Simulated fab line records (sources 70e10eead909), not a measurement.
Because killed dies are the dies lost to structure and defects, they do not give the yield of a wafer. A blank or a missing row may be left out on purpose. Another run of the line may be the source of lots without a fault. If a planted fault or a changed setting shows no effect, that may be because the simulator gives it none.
Which of the tools did it? :: flow nandHarc :: 10 lots, 30 wafers sampled, at 6 steps of a route of 1302

## WHAT EACH GAUGE READ, for each wafer
NHARC_A_ONON_D2_THK_MEAS_30: measures by ellipsometry. Usual: 997 nm for thkNm, sd 9.5.
lot: L735
measured: day 13 00:30
on: filmMetro-02
thkNm (nm): 1007 1009 1007
flag: 

lot: L737
measured: day 13 18:12
on: filmMetro-02
thkNm (nm): 986 987 986
flag: 

lot: L739
measured: day 14 12:22
on: filmMetro-02
thkNm (nm): 982 982 981
flag: 

lot: L744
measured: day 16 16:53
on: filmMetro-01
thkNm (nm): 999 1000 999
flag: 

lot: L747
measured: day 17 18:59
on: filmMetro-01
thkNm (nm): 995 996 994
flag: 

lot: L751
measured: day 19 04:31
on: filmMetro-01
thkNm (nm): 998 998 998
flag: 

lot: L754
measured: day 20 17:25
on: filmMetro-02
thkNm (nm): 1013 1013 1013
flag: 

lot: L755
measured: day 21 13:55
on: filmMetro-01
thkNm (nm): 995 993 994
flag: 

lot: L757
measured: day 21 14:16
on: filmMetro-02
thkNm (nm): 1001 1003 1003
flag: 

lot: L758
measured: day 22 05:31
on: filmMetro-02
thkNm (nm): 1004 1005 1004
flag: 

NHARC_A_CHANNEL_HOLE_D2_CD_MEAS_10: the cd target is 100 nm. Usual: 100.0 nm for cdNm, sd 0.57.
lot: L735
measured: day 13 03:44
on: cdSem-01
cdNm (nm): 100.2 100.8 100.0
flag: 

lot: L737
measured: day 14 01:52
on: cdSem-01
cdNm (nm): 100.6 100.2 100.5
flag: 

lot: L739
measured: day 14 15:45
on: cdSem-02
cdNm (nm): 100.6 100.0 100.7
flag: 

lot: L744
measured: day 16 20:04
on: cdSem-01
cdNm (nm): 103.6 104.1 103.9
flag: OFF

lot: L747
measured: day 17 23:21
on: cdSem-01
cdNm (nm): 104.3 105.3 104.3
flag: OFF

lot: L751
measured: day 19 10:37
on: cdSem-01
cdNm (nm): 100.3 100.6 100.5
flag: 

lot: L754
measured: day 20 21:10
on: cdSem-01
cdNm (nm): 99.3 100.5 99.4
flag: 

lot: L755
measured: day 21 18:52
on: cdSem-01
cdNm (nm): 101.2 100.2 100.7
flag: 

lot: L757
measured: day 21 20:45
on: cdSem-03
cdNm (nm): 99.6 100.1 100.5
flag: 

lot: L758
measured: day 22 08:54
on: cdSem-03
cdNm (nm): 99.3 99.9 99.6
flag: 

NHARC_A_CHANNEL_HOLE_D2_CD_MEAS_31. Usual: 90.0 nm for cdNm, sd 1.3.
lot: L735
measured: day 13 11:14
on: cdSem-03
cdNm (nm): 92.0 92.6 91.7
flag: 

lot: L737
measured: day 14 11:08
on: cdSem-03
cdNm (nm): 90.8 89.5 89.4
flag: 

lot: L739
measured: day 14 22:38
on: cdSem-01
cdNm (nm): 90.8 91.7 92.6
flag: 

lot: L744
measured: day 17 02:56
on: cdSem-02
cdNm (nm): 91.7 92.7 92.3
flag: 

lot: L747
measured: day 18 06:19
on: cdSem-01
cdNm (nm): 94.4 94.1 94.4
flag: OFF

lot: L751
measured: day 19 17:31
on: cdSem-02
cdNm (nm): 91.2 92.8 90.7
flag: 

lot: L754
measured: day 21 04:13
on: cdSem-02
cdNm (nm): 89.3 90.4 87.9
flag: 

lot: L755
measured: day 22 01:45
on: cdSem-01
cdNm (nm): 89.3 89.6 91.1
flag: 

lot: L757
measured: day 22 05:53
on: cdSem-03
cdNm (nm): 90.1 89.6 89.3
flag: 

lot: L758
measured: day 22 15:48
on: cdSem-03
cdNm (nm): 91.6 90.3 90.5
flag: 

## WHICH TOOL RAN EACH LOT (tool, then ch and the chambers of the sampled wafers, then the start)
lot: L735
NHARC_A_CHANNEL_HOLE_D2_PEB_08: lithoTrack-01 ch 0, day 13 03:39
NHARC_A_CHANNEL_HOLE_D2_ETCH_21: harEtch-02 ch 0,1, day 13 06:09
NHARC_A_CHANNEL_HOLE_D2_ETCH_22: harEtch-02 ch 0,1, day 13 06:35

lot: L737
NHARC_A_CHANNEL_HOLE_D2_PEB_08: lithoTrack-06 ch 0, day 14 01:47
NHARC_A_CHANNEL_HOLE_D2_ETCH_21: harEtch-01 ch 0,1, day 14 05:53
NHARC_A_CHANNEL_HOLE_D2_ETCH_22: harEtch-01 ch 0,1, day 14 06:19

lot: L739
NHARC_A_CHANNEL_HOLE_D2_PEB_08: lithoTrack-06 ch 0, day 14 15:40
NHARC_A_CHANNEL_HOLE_D2_ETCH_21: harEtch-01 ch 0, day 14 17:32
NHARC_A_CHANNEL_HOLE_D2_ETCH_22: harEtch-01 ch 0, day 14 17:59

lot: L744
NHARC_A_CHANNEL_HOLE_D2_PEB_08: lithoTrack-06 ch 0, day 16 19:59
NHARC_A_CHANNEL_HOLE_D2_ETCH_21: harEtch-01 ch 0,1, day 16 21:52
NHARC_A_CHANNEL_HOLE_D2_ETCH_22: harEtch-01 ch 0,1, day 16 22:19

lot: L747
NHARC_A_CHANNEL_HOLE_D2_PEB_08: lithoTrack-06 ch 0, day 17 23:16
NHARC_A_CHANNEL_HOLE_D2_ETCH_21: harEtch-01 ch 0, day 18 01:17
NHARC_A_CHANNEL_HOLE_D2_ETCH_22: harEtch-01 ch 0, day 18 01:44

lot: L751
NHARC_A_CHANNEL_HOLE_D2_PEB_08: lithoTrack-01 ch 0, day 19 10:32
NHARC_A_CHANNEL_HOLE_D2_ETCH_21: harEtch-02 ch 0,1, day 19 12:29
NHARC_A_CHANNEL_HOLE_D2_ETCH_22: harEtch-02 ch 0,1, day 19 12:56

lot: L754
NHARC_A_CHANNEL_HOLE_D2_PEB_08: lithoTrack-01 ch 0, day 20 21:05
NHARC_A_CHANNEL_HOLE_D2_ETCH_21: harEtch-01 ch 0,1, day 20 23:05
NHARC_A_CHANNEL_HOLE_D2_ETCH_22: harEtch-01 ch 0,1, day 20 23:35

lot: L755
NHARC_A_CHANNEL_HOLE_D2_PEB_08: lithoTrack-06 ch 0, day 21 18:47
NHARC_A_CHANNEL_HOLE_D2_ETCH_21: harEtch-02 ch 0, day 21 20:40
NHARC_A_CHANNEL_HOLE_D2_ETCH_22: harEtch-02 ch 0, day 21 21:07

lot: L757
NHARC_A_CHANNEL_HOLE_D2_PEB_08: lithoTrack-01 ch 0, day 21 20:40
NHARC_A_CHANNEL_HOLE_D2_ETCH_21: harEtch-02 ch 0, day 22 00:49
NHARC_A_CHANNEL_HOLE_D2_ETCH_22: harEtch-02 ch 0, day 22 01:16

lot: L758
NHARC_A_CHANNEL_HOLE_D2_PEB_08: lithoTrack-04 ch 0, day 22 08:49
NHARC_A_CHANNEL_HOLE_D2_ETCH_21: harEtch-01 ch 1, day 22 10:41
NHARC_A_CHANNEL_HOLE_D2_ETCH_22: harEtch-01 ch 1, day 22 11:07
- NHARC_A_CHANNEL_HOLE_D2_PEB_08: peb time 65 s.
- NHARC_A_CHANNEL_HOLE_D2_ETCH_21: etches the open film in C4F8/O2/Ar, time 514.3 s, target depth 1600 nm.
- NHARC_A_CHANNEL_HOLE_D2_ETCH_22: etches the open film in C4F8/O2/Ar, time 666.7 s, target depth 1600 nm.

## AS READ BY THE TOOLS THEMSELVES (means over the sampled wafers that have a number; for cases with no such wafer, the mark the record gives instead)
NHARC_A_CHANNEL_HOLE_D2_PEB_08. Usual: heaterPowerTotalW 156.7 W, standard deviation 0.39; plateTempC 100.01 C, standard deviation 0.12.
lot: L735
tool: lithoTrack-01
heaterPowerTotalW (W): 156.7
plateTempC (C): 100.16
flag: 

lot: L737
tool: lithoTrack-06
heaterPowerTotalW (W): 156.7
plateTempC (C): 99.99
flag: 

lot: L739
tool: lithoTrack-06
heaterPowerTotalW (W): 156.9
plateTempC (C): 99.95
flag: 

lot: L744
tool: lithoTrack-06
heaterPowerTotalW (W): 159.9
plateTempC (C): 101.40
flag: OFF

lot: L747
tool: lithoTrack-06
heaterPowerTotalW (W): 159.9
plateTempC (C): 101.57
flag: OFF

lot: L751
tool: lithoTrack-01
heaterPowerTotalW (W): 156.6
plateTempC (C): 100.05
flag: 

lot: L754
tool: lithoTrack-01
heaterPowerTotalW (W): 157.2
plateTempC (C): 100.13
flag: 

lot: L755
tool: lithoTrack-06
heaterPowerTotalW (W): 156.9
plateTempC (C): 99.89
flag: 

lot: L757
tool: lithoTrack-01
heaterPowerTotalW (W): 156.8
plateTempC (C): 100.08
flag: 

lot: L758
tool: lithoTrack-04
heaterPowerTotalW (W): 156.8
plateTempC (C): 100.07
flag: 

NHARC_A_CHANNEL_HOLE_D2_ETCH_21. Usual: chamberPressureMTorr 20.000 mTorr, standard deviation 0.018; drypumpMotorCurrentA 5.9 A, standard deviation 0.48; showerheadPlenumPTorr 3.60 Torr, standard deviation 0.052; throttleValvePct 32.155 %, standard deviation 0.01.
lot: L735
tool: harEtch-02
chamberPressureMTorr (mTorr): 20.015
drypumpMotorCurrentA (A): 5.5
showerheadPlenumPTorr (Torr): 3.66
throttleValvePct (%): 32.157
flag: 

lot: L737
tool: harEtch-01
chamberPressureMTorr (mTorr): 20.022
drypumpMotorCurrentA (A): 5.9
showerheadPlenumPTorr (Torr): 3.62
throttleValvePct (%): 32.154
flag: 

lot: L739
tool: harEtch-01
chamberPressureMTorr (mTorr): 19.993
drypumpMotorCurrentA (A): 6.2
showerheadPlenumPTorr (Torr): 3.55
throttleValvePct (%): 32.153
flag: 

lot: L744
tool: harEtch-01
chamberPressureMTorr (mTorr): 19.995
drypumpMotorCurrentA (A): 6.1
showerheadPlenumPTorr (Torr): 3.56
throttleValvePct (%): 32.158
flag: 

lot: L747
tool: harEtch-01
chamberPressureMTorr (mTorr): 20.019
drypumpMotorCurrentA (A): 6.2
showerheadPlenumPTorr (Torr): 3.51
throttleValvePct (%): 32.151
flag: 

lot: L751
tool: harEtch-02
chamberPressureMTorr (mTorr): 20.005
drypumpMotorCurrentA (A): 5.5
showerheadPlenumPTorr (Torr): 3.62
throttleValvePct (%): 32.146
flag: 

lot: L754
tool: harEtch-01
chamberPressureMTorr (mTorr): 20.003
drypumpMotorCurrentA (A): 5.9
showerheadPlenumPTorr (Torr): 3.56
throttleValvePct (%): 32.151
flag: 

lot: L755
tool: harEtch-02
chamberPressureMTorr (mTorr): 20.000
drypumpMotorCurrentA (A): 6.5
showerheadPlenumPTorr (Torr): 3.60
throttleValvePct (%): 32.161
flag: 

lot: L757
tool: harEtch-02
chamberPressureMTorr (mTorr): 19.999
drypumpMotorCurrentA (A): 6.4
showerheadPlenumPTorr (Torr): 3.60
throttleValvePct (%): 32.152
flag: 

lot: L758
tool: harEtch-01
chamberPressureMTorr (mTorr): 19.992
drypumpMotorCurrentA (A): 5.8
showerheadPlenumPTorr (Torr): 3.59
throttleValvePct (%): 32.165
flag: 

NHARC_A_CHANNEL_HOLE_D2_ETCH_22. Usual: chamberPressureMTorr 20.001 mTorr, standard deviation 0.019; drypumpMotorCurrentA 5.9 A, standard deviation 0.48; showerheadPlenumPTorr 3.60 Torr, standard deviation 0.052; throttleValvePct 32.155 %, standard deviation 0.0089.
lot: L735
tool: harEtch-02
chamberPressureMTorr (mTorr): 20.000
drypumpMotorCurrentA (A): 5.5
showerheadPlenumPTorr (Torr): 3.66
throttleValvePct (%): 32.153
flag: 

lot: L737
tool: harEtch-01
chamberPressureMTorr (mTorr): 20.005
drypumpMotorCurrentA (A): 5.9
showerheadPlenumPTorr (Torr): 3.62
throttleValvePct (%): 32.150
flag: 

lot: L739
tool: harEtch-01
chamberPressureMTorr (mTorr): 20.013
drypumpMotorCurrentA (A): 6.2
showerheadPlenumPTorr (Torr): 3.55
throttleValvePct (%): 32.150
flag: 

lot: L744
tool: harEtch-01
chamberPressureMTorr (mTorr): 20.004
drypumpMotorCurrentA (A): 6.1
showerheadPlenumPTorr (Torr): 3.56
throttleValvePct (%): 32.148
flag: 

lot: L747
tool: harEtch-01
chamberPressureMTorr (mTorr): 19.996
drypumpMotorCurrentA (A): 6.2
showerheadPlenumPTorr (Torr): 3.51
throttleValvePct (%): 32.146
flag: 

lot: L751
tool: harEtch-02
chamberPressureMTorr (mTorr): 20.006
drypumpMotorCurrentA (A): 5.5
showerheadPlenumPTorr (Torr): 3.62
throttleValvePct (%): 32.151
flag: 

lot: L754
tool: harEtch-01
chamberPressureMTorr (mTorr): 19.976
drypumpMotorCurrentA (A): 5.9
showerheadPlenumPTorr (Torr): 3.56
throttleValvePct (%): 32.153
flag: 

lot: L755
tool: harEtch-02
chamberPressureMTorr (mTorr): 20.007
drypumpMotorCurrentA (A): 6.4
showerheadPlenumPTorr (Torr): 3.60
throttleValvePct (%): 32.152
flag: 

lot: L757
tool: harEtch-02
chamberPressureMTorr (mTorr): 20.002
drypumpMotorCurrentA (A): 6.4
showerheadPlenumPTorr (Torr): 3.60
throttleValvePct (%): 32.153
flag: 

lot: L758
tool: harEtch-01
chamberPressureMTorr (mTorr): 19.986
drypumpMotorCurrentA (A): 5.8
showerheadPlenumPTorr (Torr): 3.59
throttleValvePct (%): 32.154
flag: 

## THE ANSWER, worked out from the rows above alone
Rule: a lot is off if the mean of its wafers that have a number lies more than 3 standard deviations from the usual mean. Also off: a lot with no number at a reading for which 4 or more lots have one. All remaining lots with rows at the step are treated as sound. After the gauges, taken in route order, come the tools' own readings; for these a lot's mean is taken, as printed above. At the first step where some lot is off, the reading lying furthest off is the one used; lots without a number count as furthest.
Off at NHARC_A_CHANNEL_HOLE_D2_CD_MEAS_10 (cdNm): L744, L747.
A tool fits if, at a process step before that reading, it ran every lot that is off, and no sound lot after the first of them. Not tried: the gauges at NHARC_A_CHANNEL_HOLE_D2_CD_MEAS_10; whatever is off there is also off at NHARC_A_CHANNEL_HOLE_D2_PEB_08, on other tools, and gauge error can't account for it. None of those tried fits.

## WHAT WAS PUT IN BY THE SIMULATOR
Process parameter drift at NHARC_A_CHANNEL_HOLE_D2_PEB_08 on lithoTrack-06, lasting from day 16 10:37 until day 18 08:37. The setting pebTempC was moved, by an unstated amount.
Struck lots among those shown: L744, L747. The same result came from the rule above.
